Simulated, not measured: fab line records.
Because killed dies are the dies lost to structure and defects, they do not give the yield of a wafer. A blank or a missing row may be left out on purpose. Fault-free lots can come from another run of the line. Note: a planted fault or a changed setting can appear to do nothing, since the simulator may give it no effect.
Chamber matching / flow n5_finfet / N5_BEOL_M5_CURE_79 on uv_cure-02: 3 sister chambers
The step cures SiCOH lowk, time 240 s. 3 wafers are shown with their chamber, then 8 later ones without.

## WAFERS WITH THEIR CHAMBER
wafer=L077.6 chamber=1 wafer_temp_C_max=386.5
wafer=L080.4 chamber=0 wafer_temp_C_max=386.2
wafer=L091.1 chamber=2 wafer_temp_C_max=386.2

## WAFERS WITHOUT THEIR CHAMBER
wafer=L091.2 wafer_temp_C_max=386.6
wafer=L091.6 wafer_temp_C_max=386.2
wafer=L092.1 wafer_temp_C_max=386.2
wafer=L092.3 wafer_temp_C_max=386.0
wafer=L092.4 wafer_temp_C_max=385.7
wafer=L096.2 wafer_temp_C_max=385.9
wafer=L096.4 wafer_temp_C_max=386.1
wafer=L096.5 wafer_temp_C_max=386.7

## WHICH CHAMBER EACH ONE RAN IN
wafer=L091.2; from the rows above=can't be placed: 1 or 0 or 2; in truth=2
wafer=L091.6; from the rows above=can't be placed: 0 or 2 or 1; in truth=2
wafer=L092.1; from the rows above=can't be placed: 0 or 2 or 1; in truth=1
wafer=L092.3; from the rows above=can't be placed: 0 or 2 or 1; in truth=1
wafer=L092.4; from the rows above=can't be placed: 0 or 2 or 1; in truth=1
wafer=L096.2; from the rows above=can't be placed: 0 or 2 or 1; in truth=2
wafer=L096.4; from the rows above=can't be placed: 0 or 2 or 1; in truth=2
wafer=L096.5; from the rows above=can't be placed: 1 or 0 or 2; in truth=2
0 of 8 placed correctly. These rows do not allow placing 8 (true chamber among the candidates in 8). Wrongly placed: 0.
How it was worked out, from the rows above alone: a wafer's distance from a chamber is the root of the sum, over the readings, of the square of ((its reading less the chamber's mean) divided by the reading's scatter). The wafer belongs to the nearest chamber; if the next one is less than 2 further off, it can't be placed. A chamber's mean is the mean of its shown wafers. The scatter: root of mean squared gap, hidden wafer to nearest shown wafer, with one shown wafer a chamber.
